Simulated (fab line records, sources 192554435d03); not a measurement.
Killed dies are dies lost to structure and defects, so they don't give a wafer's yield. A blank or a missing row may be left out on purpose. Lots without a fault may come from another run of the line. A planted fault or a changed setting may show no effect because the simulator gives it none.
Problem report in the 8D (eight disciplines) form, filled by code | flow n5_finfet | the parts of the form that need people (team, actions taken, sign-off) are left out
Where a reading is given only as a bound, like >300, the bound stands for it, and a mean or a difference that rests on one is marked > or <: the true number lies beyond.

1. THE PROBLEM
raw_defect_count at N5_BEOL_M0_CUTY_INSPECT_59 reads a mean of >299 on 9 wafers of 3 lots; wafers without a fault read 2.2 with a standard deviation of 1.4. That is +99 or more standard deviations from the usual mean.
The step: inspects for defects (macro).
First seen on wafer L768.1, day 8 05:28, on defect_inspect-01. The record holds 26 wafers of 9 lots with a number at this step. Rule for "out", or "out of limits": more than 4 standard deviations from the usual mean. The other wafers with a number count as sound.

2. WHAT IT IS AND WHAT IT IS NOT
question                    | is                                   | is not
which readings at this step | raw_defect_count                     | -
which lots                  | L768, L772, L773                     | L761, L762, L774, L777, L780, L781
which wafers of those lots  | all that have a number               | -
read on which gauges        | defect_inspect-01, defect_inspect-02 | -
when                        | from day 8 05:28                     | up to then (6 sound wafers); but 11 sound wafers of L774, L777, L780, L781 came after

3. SUSPECTS, AND WHAT RULES EACH OUT
Counting: a tool at a process step up to the reading stays a suspect if it ran every lot that is out and no sound lot after the first of them.
- the gauge at N5_BEOL_M0_CUTY_INSPECT_59: ruled out. The wafers that are out were read on 2 gauges (defect_inspect-01, defect_inspect-02).
- rie_diel-03 at N5_BEOL_M0_SAQP_ETCH_73 (etches SiARC in CF4, target depth 19.5 nm, time 32.5 s): kept. It ran every lot that is out, first L768 (day 8 04:10), and no sound lot after that; its last sound lot up to then is L762 (day 6 19:27).
- ald_sin-03 at N5_BEOL_M0_SAQP_ALD_48 (deposits SiO2, target thk 20 nm, pulse time 1 s, co reactant pulse time 1 s): ruled out as a lasting fault. Sound lots L774 ran on it after its first lot that is out, L768 (day 8 04:23).
Left after counting: rie_diel-03 at N5_BEOL_M0_SAQP_ETCH_73.

4. THE CAUSE (what the simulator had put in)
Chamber particle source: rie_diel-03, from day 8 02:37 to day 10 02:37, at N5_BEOL_M0_SAQP_ETCH_73. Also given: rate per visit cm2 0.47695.
Counting left only this tool.

5. THE CHAIN OF EFFECTS, in route order
Each row: a reading whose mean over the struck wafers that have a number lies more than 3 standard deviations from the usual. Only readings for which the record gives a usual standard deviation are gone through. hours: the time from each lot's start at the first step in this table that gives one to its start at this step, as a median over the lots. sigmas: the change in usual standard deviations.
hours | step                       | reading              | usual  | on struck wafers | change | sigmas
0     | N5_BEOL_M0_CUTY_INSPECT_59 | raw_defect_count     | 2.2    | >299             | >+297  | +99 or more
147   | N5_PASSIVATION_PROBE_49    | defect_limited_yield | 91.1 % | 85.6             | -5.5   | -3.9
147   | N5_PASSIVATION_PROBE_49    | killed_at_M0_to_M3   | 33     | 95               | +62    | +6.8
147   | N5_PASSIVATION_PROBE_49    | killed_dies          | 105    | 169              | +64    | +4.0
147   | N5_PASSIVATION_PROBE_49    | sort_bin_5_function  | 5.2 %  | 9.0              | +3.8   | +4.2
147   | N5_PASSIVATION_PROBE_49    | sort_n_pass          | 1075   | 1011             | -64    | -4.0
147   | N5_PASSIVATION_PROBE_49    | sort_yield_pct       | 91.1 % | 85.6             | -5.5   | -3.9
The process steps in it:
- N5_PASSIVATION_PROBE_49
Later measuring or inspecting steps at which every struck wafer that the step has a row for has a number for every such reading, and none has moved that far: N5_BEOL_M4_RC_MEAS_101.

6. WHAT WOULD HAVE CAUGHT IT SOONER
In this record the first reading out of limits at a measuring or inspecting step was taken at day 8 05:28, 3 hours after the fault began at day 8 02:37.
Of the tool readings at N5_BEOL_M0_SAQP_ETCH_73 for which the record gives a usual standard deviation, none was out on any struck wafer, so an alarm limit of 4 standard deviations on them would not have fired.
Of the lots that are out (3), L772, L773 began N5_BEOL_M0_SAQP_ETCH_73 on rie_diel-03 after day 8 05:28. A hold on the tool at that time would have spared those 2.
